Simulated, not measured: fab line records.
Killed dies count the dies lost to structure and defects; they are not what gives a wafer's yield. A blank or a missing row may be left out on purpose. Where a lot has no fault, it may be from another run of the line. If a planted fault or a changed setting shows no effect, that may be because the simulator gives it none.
Which tool is to blame? :: flow n5Finfet :: 8 lots, 24 wafers sampled, at 6 steps of a route of 1938

== WHAT THE GAUGES SHOWED, per wafer ==
N5_BEOL_M4_RC_MEAS_101. Usual: DIBL_N 36.0 mV/V, standard deviation 2.2; DIBL_P 36.2 mV/V, standard deviation 2.4; IOFF_N 0.16 nA/um, standard deviation 0.035; IOFF_P 0.21 nA/um, standard deviation 0.037; ION_N 672 uA/um, standard deviation 13; ION_P 461 uA/um, standard deviation 7; SS_N 71.4 mV/dec, standard deviation 0.69; SS_P 73.2 mV/dec, standard deviation 0.75; VT_N 250 mV, standard deviation 3.4; VT_P -251 mV, standard deviation 3.
lot: L998
measured: day 10 16:19
on: prober-02
DIBL_N (mV/V): 34.8 34.9 33.5
DIBL_P (mV/V): 35.5 35.1 34.3
IOFF_N (nA/um): 0.14 0.14 0.12
IOFF_P (nA/um): 0.20 0.20 0.18
ION_N (uA/um): 672 666 661
ION_P (uA/um): 463 462 457
SS_N (mV/dec): 70.9 70.7 70.3
SS_P (mV/dec): 73.6 72.9 72.7
VT_N (mV): 252 251 254
VT_P (mV): -252 -248 -251
flag: 

lot: L101
measured: day 10 19:42
on: prober-02
DIBL_N (mV/V): 34.2 36.7 36.2
DIBL_P (mV/V): 33.5 37.9 36.5
IOFF_N (nA/um): 0.13 0.18 0.16
IOFF_P (nA/um): 0.18 0.24 0.22
ION_N (uA/um): 675 684 683
ION_P (uA/um): 465 471 460
SS_N (mV/dec): 70.3 71.8 70.8
SS_P (mV/dec): 72.5 73.6 73.1
VT_N (mV): 252 246 249
VT_P (mV): -250 -246 -250
flag: 

lot: L104
measured: day 12 00:44
on: prober-02
DIBL_N (mV/V): 34.0 36.6 33.7
DIBL_P (mV/V): 32.1 35.7 32.3
IOFF_N (nA/um): 0.13 0.18 0.12
IOFF_P (nA/um): 0.18 0.24 0.18
ION_N (uA/um): 666 673 665
ION_P (uA/um): 458 470 460
SS_N (mV/dec): 71.1 72.5 70.4
SS_P (mV/dec): 72.2 73.2 72.5
VT_N (mV): 253 246 253
VT_P (mV): -250 -246 -248
flag: 

lot: L112
measured: day 13 16:46
on: prober-01
DIBL_N (mV/V): 40.9 38.3 38.9
DIBL_P (mV/V): 41.1 37.2 38.2
IOFF_N (nA/um): 0.26 0.18 0.20
IOFF_P (nA/um): 0.30 0.23 0.24
ION_N (uA/um): 700 689 691
ION_P (uA/um): 476 466 462
SS_N (mV/dec): 72.6 71.8 71.8
SS_P (mV/dec): 75.2 73.6 74.7
VT_N (mV): 243 249 249
VT_P (mV): -247 -251 -249
flag: 

lot: L114
measured: day 14 04:13
on: prober-01
DIBL_N (mV/V): 36.3 36.5 39.1
DIBL_P (mV/V): 35.8 36.5 39.1
IOFF_N (nA/um): 0.16 0.16 0.21
IOFF_P (nA/um): 0.18 0.19 0.23
ION_N (uA/um): 681 684 696
ION_P (uA/um): 460 460 462
SS_N (mV/dec): 71.5 71.9 71.9
SS_P (mV/dec): 72.7 73.1 73.3
VT_N (mV): 248 253 245
VT_P (mV): -254 -252 -251
flag: 

== WHICH TOOL RAN EACH LOT (tool, then ch and the chambers of the sampled wafers, then the start) ==
lot: L998
N5_BEOL_M2_ETCH_69: rieDiel-03 ch 0,2,3, day 7 15:24
N5_BEOL_M2_ETCH_70: rieDiel-04 ch 0,2,3, day 8 07:29
N5_BEOL_M2_VIA_ETCH_34: rieDiel-04 ch 0,2,3, day 8 07:35
N5_BEOL_M2_ETCH_41: rieDiel-04 ch 0,2,3, day 10 16:19 or earlier
N5_BEOL_M2_STRIP_97: rieDiel-04 ch 0,2,3, day 10 16:19 or earlier

lot: L101
N5_BEOL_M2_ETCH_69: rieDiel-06 ch 0,1,2, day 8 05:38
N5_BEOL_M2_ETCH_70: rieDiel-06 ch 0,1,2, day 8 17:49
N5_BEOL_M2_VIA_ETCH_34: rieDiel-06 ch 0,1,2, day 8 17:55
N5_BEOL_M2_ETCH_41: rieDiel-06 ch 0,1,2, day 10 19:42 or earlier
N5_BEOL_M2_STRIP_97: rieDiel-06 ch 0,1,2, day 10 19:42 or earlier

lot: L104
N5_BEOL_M2_ETCH_69: rieDiel-03 ch 0,2, day 9 13:54
N5_BEOL_M2_ETCH_70: rieDiel-04 ch 1,2,3, day 10 07:17
N5_BEOL_M2_VIA_ETCH_34: rieDiel-04 ch 1,2,3, day 10 07:23
N5_BEOL_M2_ETCH_41: rieDiel-04 ch 1,2,3, day 12 00:44 or earlier
N5_BEOL_M2_STRIP_97: rieDiel-04 ch 1,2,3, day 12 00:44 or earlier

lot: L108
N5_BEOL_M2_ETCH_69: rieDiel-03 ch 0,2,3, day 10 16:49
N5_BEOL_M2_ETCH_70: rieDiel-06 ch 1,2,3, day 11 11:17
N5_BEOL_M2_VIA_ETCH_34: rieDiel-06 ch 1,2,3, day 11 11:23
N5_BEOL_M2_ETCH_41: rieDiel-06 ch 1,2,3, day 18 10:46 or earlier
N5_BEOL_M2_STRIP_97: rieDiel-06 ch 1,2,3, day 18 10:46 or earlier

lot: L110
N5_BEOL_M2_ETCH_69: rieDiel-03 ch 0,1,3, day 10 17:00
N5_BEOL_M2_ETCH_70: rieDiel-04 ch 0,3, day 11 16:13
N5_BEOL_M2_VIA_ETCH_34: rieDiel-04 ch 0,3, day 11 16:19
N5_BEOL_M2_ETCH_41: rieDiel-04 ch 0,3, day 18 08:50 or earlier
N5_BEOL_M2_STRIP_97: rieDiel-04 ch 0,3, day 18 08:50 or earlier

lot: L111
N5_BEOL_M2_ETCH_69: rieDiel-06 ch 0,1,2, day 10 19:47
N5_BEOL_M2_ETCH_70: rieDiel-03 ch 2,3, day 11 16:19
N5_BEOL_M2_VIA_ETCH_34: rieDiel-03 ch 2,3, day 11 16:25
N5_BEOL_M2_ETCH_41: rieDiel-03 ch 2,3, day 17 23:53 or earlier
N5_BEOL_M2_STRIP_97: rieDiel-03 ch 2,3, day 17 23:53 or earlier

lot: L112
N5_BEOL_M2_ETCH_69: rieDiel-06 ch 1,2, day 11 07:33
N5_BEOL_M2_ETCH_70: rieDiel-04 ch 0,1,3, day 11 23:17
N5_BEOL_M2_VIA_ETCH_34: rieDiel-04 ch 0,1,3, day 11 23:24
N5_BEOL_M2_ETCH_41: rieDiel-04 ch 0,1,3, day 13 16:46 or earlier
N5_BEOL_M2_STRIP_97: rieDiel-04 ch 0,1,3, day 13 16:46 or earlier

lot: L114
N5_BEOL_M2_ETCH_69: rieDiel-03 ch 0,2,3, day 11 22:11
N5_BEOL_M2_ETCH_70: rieDiel-03 ch 0,2,3, day 12 08:14
N5_BEOL_M2_VIA_ETCH_34: rieDiel-03 ch 0,2,3, day 12 08:20
N5_BEOL_M2_ETCH_41: rieDiel-03 ch 0,2,3, day 14 04:13 or earlier
N5_BEOL_M2_STRIP_97: rieDiel-03 ch 0,2,3, day 14 04:13 or earlier
- N5_BEOL_M2_ETCH_69: etches SiARC in CF4, target depth 15.6 nm, time 26 s.
- N5_BEOL_M2_ETCH_70: etches SOC in N2/H2, target depth 80 nm, overetch 24 nm, time 130 s.
- N5_BEOL_M2_VIA_ETCH_34: etches the open film in C4F6/O2, target depth 69.4 nm, time 65.9 s.
- N5_BEOL_M2_ETCH_41: etches SiCN in CH3F/O2, target depth 29.9 nm, time 52.5 s.
- N5_BEOL_M2_STRIP_97: strips in N2/H2, time 10 s.

== WHAT THE TOOLS THEMSELVES READ (means of the sampled wafers that have a number; where no wafer has one, the mark that the record gives instead) ==
N5_BEOL_M2_ETCH_69. Usual: biasW 36.00 W, standard deviation 0.11; cf4FlowSccm 99.93 sccm, standard deviation 0.28; drypumpMotorCurrentA 5.6 A, standard deviation 0.45; etchRfOnTimeS 25.9 s, standard deviation 0.46; oesProductAu 0.70 a.u., standard deviation 0.062; rfVppV 184.5 V, standard deviation 1.3; showerheadPlenumPTorr 2.17 Torr, standard deviation 0.079; throttleValvePct 15.56 %, standard deviation 0.17.
lot: L998
tool: rieDiel-03
biasW (W): 36.02
cf4FlowSccm (sccm): 100.28
drypumpMotorCurrentA (A): 5.4
etchRfOnTimeS (s): 26.2
oesProductAu (a.u.): 0.70
rfVppV (V): 183.5
showerheadPlenumPTorr (Torr): 2.13
throttleValvePct (%): 15.53
flag: 

lot: L101
tool: rieDiel-06
biasW (W): 36.15
cf4FlowSccm (sccm): 100.05
drypumpMotorCurrentA (A): 5.5
etchRfOnTimeS (s): 25.7
oesProductAu (a.u.): 0.72
rfVppV (V): 184.2
showerheadPlenumPTorr (Torr): 2.22
throttleValvePct (%): 15.59
flag: 

lot: L104
tool: rieDiel-03
biasW (W): 35.98
cf4FlowSccm (sccm): 99.73
drypumpMotorCurrentA (A): 5.5
etchRfOnTimeS (s): 26.3
oesProductAu (a.u.): 0.69
rfVppV (V): 184.5
showerheadPlenumPTorr (Torr): 2.13
throttleValvePct (%): 15.67
flag: 

lot: L108
tool: rieDiel-03
biasW (W): 35.92
cf4FlowSccm (sccm): 100.20
drypumpMotorCurrentA (A): 5.5
etchRfOnTimeS (s): 26.1
oesProductAu (a.u.): 0.67
rfVppV (V): 183.8
showerheadPlenumPTorr (Torr): 2.12
throttleValvePct (%): 15.60
flag: 

lot: L110
tool: rieDiel-03
biasW (W): 35.96
cf4FlowSccm (sccm): 99.88
drypumpMotorCurrentA (A): 5.7
etchRfOnTimeS (s): 26.0
oesProductAu (a.u.): 0.67
rfVppV (V): 184.7
showerheadPlenumPTorr (Torr): 2.15
throttleValvePct (%): 15.49
flag: 

lot: L111
tool: rieDiel-06
biasW (W): 36.10
cf4FlowSccm (sccm): 99.95
drypumpMotorCurrentA (A): 5.5
etchRfOnTimeS (s): 25.4
oesProductAu (a.u.): 0.78
rfVppV (V): 185.5
showerheadPlenumPTorr (Torr): 2.21
throttleValvePct (%): 15.46
flag: 

lot: L112
tool: rieDiel-06
biasW (W): 36.05
cf4FlowSccm (sccm): 99.84
drypumpMotorCurrentA (A): 5.6
etchRfOnTimeS (s): 24.9
oesProductAu (a.u.): 0.80
rfVppV (V): 185.1
showerheadPlenumPTorr (Torr): 2.22
throttleValvePct (%): 15.44
flag: 

lot: L114
tool: rieDiel-03
biasW (W): 36.15
cf4FlowSccm (sccm): 100.05
drypumpMotorCurrentA (A): 5.5
etchRfOnTimeS (s): 26.5
oesProductAu (a.u.): 0.66
rfVppV (V): 184.0
showerheadPlenumPTorr (Torr): 2.12
throttleValvePct (%): 15.61
flag: 

N5_BEOL_M2_ETCH_70. Usual: biasW 150.0 W, standard deviation 0.42; chamberPressureMTorr 29.999 mTorr, standard deviation 0.027; drypumpMotorCurrentA 5.6 A, standard deviation 0.56; h2FlowSccm 200.0 sccm, standard deviation 0.65; oesProductAu 0.58 a.u., standard deviation 0.061; rfVppV 523.9 V, standard deviation 2.6; showerheadPlenumPTorr 2.54 Torr, standard deviation 0.089; throttleValvePct 17.75 %, standard deviation 0.24.
lot: L998
tool: rieDiel-04
biasW (W): 149.6
chamberPressureMTorr (mTorr): 30.014
drypumpMotorCurrentA (A): 5.9
h2FlowSccm (sccm): 199.8
oesProductAu (a.u.): 0.54
rfVppV (V): 522.7
showerheadPlenumPTorr (Torr): 2.50
throttleValvePct (%): 17.88
flag: 

lot: L101
tool: rieDiel-06
biasW (W): 150.6
chamberPressureMTorr (mTorr): 29.992
drypumpMotorCurrentA (A): 5.5
h2FlowSccm (sccm): 200.3
oesProductAu (a.u.): 0.61
rfVppV (V): 527.0
showerheadPlenumPTorr (Torr): 2.63
throttleValvePct (%): 17.77
flag: 

lot: L104
tool: rieDiel-04
biasW (W): 149.9
chamberPressureMTorr (mTorr): 29.982
drypumpMotorCurrentA (A): 6.1
h2FlowSccm (sccm): 200.6
oesProductAu (a.u.): 0.52
rfVppV (V): 521.9
showerheadPlenumPTorr (Torr): 2.48
throttleValvePct (%): 17.78
flag: 

lot: L108
tool: rieDiel-06
biasW (W): -
chamberPressureMTorr (mTorr): -
drypumpMotorCurrentA (A): -
h2FlowSccm (sccm): -
oesProductAu (a.u.): -
rfVppV (V): -
showerheadPlenumPTorr (Torr): -
throttleValvePct (%): -
flag: OFF

lot: L110
tool: rieDiel-04
biasW (W): -
chamberPressureMTorr (mTorr): -
drypumpMotorCurrentA (A): -
h2FlowSccm (sccm): -
oesProductAu (a.u.): -
rfVppV (V): -
showerheadPlenumPTorr (Torr): -
throttleValvePct (%): -
flag: OFF

lot: L111
tool: rieDiel-03
biasW (W): -
chamberPressureMTorr (mTorr): -
drypumpMotorCurrentA (A): -
h2FlowSccm (sccm): -
oesProductAu (a.u.): -
rfVppV (V): -
showerheadPlenumPTorr (Torr): -
throttleValvePct (%): -
flag: OFF

lot: L112
tool: rieDiel-04
biasW (W): 150.2
chamberPressureMTorr (mTorr): 30.015
drypumpMotorCurrentA (A): 5.5
h2FlowSccm (sccm): 199.3
oesProductAu (a.u.): 0.54
rfVppV (V): 521.1
showerheadPlenumPTorr (Torr): 2.46
throttleValvePct (%): 17.67
flag: 

lot: L114
tool: rieDiel-03
biasW (W): 150.0
chamberPressureMTorr (mTorr): 30.022
drypumpMotorCurrentA (A): 5.5
h2FlowSccm (sccm): 199.9
oesProductAu (a.u.): 0.58
rfVppV (V): 523.0
showerheadPlenumPTorr (Torr): 2.51
throttleValvePct (%): 17.82
flag: 

N5_BEOL_M2_VIA_ETCH_34. Usual: C4F6_flow_sccm 9.991 sccm, standard deviation 0.03; O2_flow_sccm 10.002 sccm, standard deviation 0.028; drypumpMotorCurrentA 5.6 A, standard deviation 0.55; oes_ar_750_au 0.80 a.u., standard deviation 0.086; oesProductAu 0.79 a.u., standard deviation 0.089; rfVppV 664 V, standard deviation 9.8; showerheadPlenumPTorr 2.85 Torr, standard deviation 0.1; throttleValvePct 30.80 %, standard deviation 0.29.
lot: L998
tool: rieDiel-04
C4F6_flow_sccm (sccm): 9.994
O2_flow_sccm (sccm): 10.026
drypumpMotorCurrentA (A): 5.9
oes_ar_750_au (a.u.): 0.74
oesProductAu (a.u.): 0.74
rfVppV (V): 657
showerheadPlenumPTorr (Torr): 2.82
throttleValvePct (%): 30.96
flag: 

lot: L101
tool: rieDiel-06
C4F6_flow_sccm (sccm): 9.974
O2_flow_sccm (sccm): 9.999
drypumpMotorCurrentA (A): 5.5
oes_ar_750_au (a.u.): 0.85
oesProductAu (a.u.): 0.83
rfVppV (V): 668
showerheadPlenumPTorr (Torr): 2.94
throttleValvePct (%): 30.73
flag: 

lot: L104
tool: rieDiel-04
C4F6_flow_sccm (sccm): 9.991
O2_flow_sccm (sccm): 9.982
drypumpMotorCurrentA (A): 6.1
oes_ar_750_au (a.u.): 0.71
oesProductAu (a.u.): 0.70
rfVppV (V): 658
showerheadPlenumPTorr (Torr): 2.79
throttleValvePct (%): 30.74
flag: 

lot: L108
tool: rieDiel-06
C4F6_flow_sccm (sccm): 9.995
O2_flow_sccm (sccm): 10.034
drypumpMotorCurrentA (A): 5.4
oes_ar_750_au (a.u.): 0.90
oesProductAu (a.u.): 0.34
rfVppV (V): 673
showerheadPlenumPTorr (Torr): 2.98
throttleValvePct (%): 30.74
flag: OFF

lot: L110
tool: rieDiel-04
C4F6_flow_sccm (sccm): 9.971
O2_flow_sccm (sccm): 10.007
drypumpMotorCurrentA (A): 5.5
oes_ar_750_au (a.u.): 0.73
oesProductAu (a.u.): 0.27
rfVppV (V): 652
showerheadPlenumPTorr (Torr): 2.81
throttleValvePct (%): 30.65
flag: OFF

lot: L111
tool: rieDiel-03
C4F6_flow_sccm (sccm): 9.997
O2_flow_sccm (sccm): 10.009
drypumpMotorCurrentA (A): 5.6
oes_ar_750_au (a.u.): 0.80
oesProductAu (a.u.): 0.30
rfVppV (V): 673
showerheadPlenumPTorr (Torr): 2.74
throttleValvePct (%): 30.64
flag: OFF

lot: L112
tool: rieDiel-04
C4F6_flow_sccm (sccm): 10.028
O2_flow_sccm (sccm): 10.023
drypumpMotorCurrentA (A): 5.5
oes_ar_750_au (a.u.): 0.74
oesProductAu (a.u.): 0.73
rfVppV (V): 654
showerheadPlenumPTorr (Torr): 2.77
throttleValvePct (%): 30.61
flag: 

lot: L114
tool: rieDiel-03
C4F6_flow_sccm (sccm): 10.029
O2_flow_sccm (sccm): 9.984
drypumpMotorCurrentA (A): 5.5
oes_ar_750_au (a.u.): 0.78
oesProductAu (a.u.): 0.77
rfVppV (V): 668
showerheadPlenumPTorr (Torr): 2.81
throttleValvePct (%): 30.82
flag: 

N5_BEOL_M2_ETCH_41. Usual: CH3F_flow_sccm 30.00 sccm, standard deviation 0.097; O2_flow_sccm 20.00 sccm, standard deviation 0.061; drypumpMotorCurrentA 5.6 A, standard deviation 0.56; oesProductAu 0.79 a.u., standard deviation 0.09; rfVppV 297.4 V, standard deviation 1.6; showerheadPlenumPTorr 2.01 Torr, standard deviation 0.073; throttleValvePct 16.34 %, standard deviation 0.23.
lot: L998
tool: rieDiel-04
CH3F_flow_sccm (sccm): 29.97
O2_flow_sccm (sccm): 20.02
drypumpMotorCurrentA (A): 5.9
oesProductAu (a.u.): 0.74
rfVppV (V): 296.8
showerheadPlenumPTorr (Torr): 1.98
throttleValvePct (%): 16.49
flag: 

lot: L101
tool: rieDiel-06
CH3F_flow_sccm (sccm): 30.01
O2_flow_sccm (sccm): 20.03
drypumpMotorCurrentA (A): 5.5
oesProductAu (a.u.): 0.84
rfVppV (V): 299.3
showerheadPlenumPTorr (Torr): 2.07
throttleValvePct (%): 16.28
flag: 

lot: L104
tool: rieDiel-04
CH3F_flow_sccm (sccm): 30.00
O2_flow_sccm (sccm): 19.98
drypumpMotorCurrentA (A): 6.1
oesProductAu (a.u.): 0.70
rfVppV (V): 296.1
showerheadPlenumPTorr (Torr): 1.96
throttleValvePct (%): 16.40
flag: 

lot: L108
tool: rieDiel-06
CH3F_flow_sccm (sccm): 29.99
O2_flow_sccm (sccm): 20.00
drypumpMotorCurrentA (A): 5.4
oesProductAu (a.u.): 0.91
rfVppV (V): 298.8
showerheadPlenumPTorr (Torr): 2.10
throttleValvePct (%): 16.28
flag: 

lot: L110
tool: rieDiel-04
CH3F_flow_sccm (sccm): 29.93
O2_flow_sccm (sccm): 20.04
drypumpMotorCurrentA (A): 5.5
oesProductAu (a.u.): 0.72
rfVppV (V): 297.1
showerheadPlenumPTorr (Torr): 1.98
throttleValvePct (%): 16.38
flag: 

lot: L111
tool: rieDiel-03
CH3F_flow_sccm (sccm): 30.01
O2_flow_sccm (sccm): 20.04
drypumpMotorCurrentA (A): 5.6
oesProductAu (a.u.): 0.79
rfVppV (V): 296.6
showerheadPlenumPTorr (Torr): 1.92
throttleValvePct (%): 16.31
flag: 

lot: L112
tool: rieDiel-04
CH3F_flow_sccm (sccm): 29.95
O2_flow_sccm (sccm): 19.96
drypumpMotorCurrentA (A): 5.5
oesProductAu (a.u.): 0.73
rfVppV (V): 296.8
showerheadPlenumPTorr (Torr): 1.94
throttleValvePct (%): 16.29
flag: 

lot: L114
tool: rieDiel-03
CH3F_flow_sccm (sccm): 30.04
O2_flow_sccm (sccm): 20.00
drypumpMotorCurrentA (A): 5.5
oesProductAu (a.u.): 0.77
rfVppV (V): 297.0
showerheadPlenumPTorr (Torr): 1.98
throttleValvePct (%): 16.34
flag: 

N5_BEOL_M2_STRIP_97. Usual: drypumpMotorCurrentA 5.6 A, standard deviation 0.56; h2FlowSccm 200.0 sccm, standard deviation 0.62; oesProductAu 0.79 a.u., standard deviation 0.089; rfVppV 59.1 V, standard deviation 0.81; showerheadPlenumPTorr 2.54 Torr, standard deviation 0.089; throttleValvePct 23.5 %, standard deviation 0.31.
lot: L998
tool: rieDiel-04
drypumpMotorCurrentA (A): 5.8
h2FlowSccm (sccm): 200.4
oesProductAu (a.u.): 0.73
rfVppV (V): 59.2
showerheadPlenumPTorr (Torr): 2.49
throttleValvePct (%): 23.7
flag: 

lot: L101
tool: rieDiel-06
drypumpMotorCurrentA (A): 5.5
h2FlowSccm (sccm): 199.8
oesProductAu (a.u.): 0.83
rfVppV (V): 60.0
showerheadPlenumPTorr (Torr): 2.62
throttleValvePct (%): 23.6
flag: 

lot: L104
tool: rieDiel-04
drypumpMotorCurrentA (A): 6.1
h2FlowSccm (sccm): 199.8
oesProductAu (a.u.): 0.69
rfVppV (V): 59.6
showerheadPlenumPTorr (Torr): 2.48
throttleValvePct (%): 23.5
flag: 

lot: L108
tool: rieDiel-06
drypumpMotorCurrentA (A): 5.4
h2FlowSccm (sccm): 200.0
oesProductAu (a.u.): 0.90
rfVppV (V): 59.9
showerheadPlenumPTorr (Torr): 2.65
throttleValvePct (%): 23.4
flag: 

lot: L110
tool: rieDiel-04
drypumpMotorCurrentA (A): 5.5
h2FlowSccm (sccm): 199.3
oesProductAu (a.u.): 0.73
rfVppV (V): 58.2
showerheadPlenumPTorr (Torr): 2.49
throttleValvePct (%): 23.4
flag: 

lot: L111
tool: rieDiel-03
drypumpMotorCurrentA (A): 5.6
h2FlowSccm (sccm): 199.7
oesProductAu (a.u.): 0.80
rfVppV (V): 58.5
showerheadPlenumPTorr (Torr): 2.45
throttleValvePct (%): 23.7
flag: 

lot: L112
tool: rieDiel-04
drypumpMotorCurrentA (A): 5.5
h2FlowSccm (sccm): 199.7
oesProductAu (a.u.): 0.72
rfVppV (V): 59.0
showerheadPlenumPTorr (Torr): 2.45
throttleValvePct (%): 23.3
flag: 

lot: L114
tool: rieDiel-03
drypumpMotorCurrentA (A): 5.5
h2FlowSccm (sccm): 200.3
oesProductAu (a.u.): 0.77
rfVppV (V): 59.7
showerheadPlenumPTorr (Torr): 2.50
throttleValvePct (%): 23.6
flag: 

== THE ANSWER, worked out from the rows above alone ==
Rule: take the mean of a lot's wafers that have a number; if it is more than 3 standard deviations from the usual mean, the lot is off. A lot without any number at a reading at which 4 lots or more have one is off too. The other lots that the step has rows for count as sound. The gauges are gone through in route order, then the tools' own readings, and for those a lot's mean is taken as printed above. The first step at which some lot is off is used, and at that step the reading that is off furthest; a lot without a number counts as furthest.
Off: L108, L110, L111, at N5_BEOL_M2_ETCH_70 (biasW). Without a number there: L108, L110, L111.
If a tool, at that step or one of the process steps before it, ran each lot that is off and ran no sound lot following the first of them, it fits. Not one of the candidates tried fits.

== WHAT HAD BEEN PUT IN BY THE SIMULATOR ==
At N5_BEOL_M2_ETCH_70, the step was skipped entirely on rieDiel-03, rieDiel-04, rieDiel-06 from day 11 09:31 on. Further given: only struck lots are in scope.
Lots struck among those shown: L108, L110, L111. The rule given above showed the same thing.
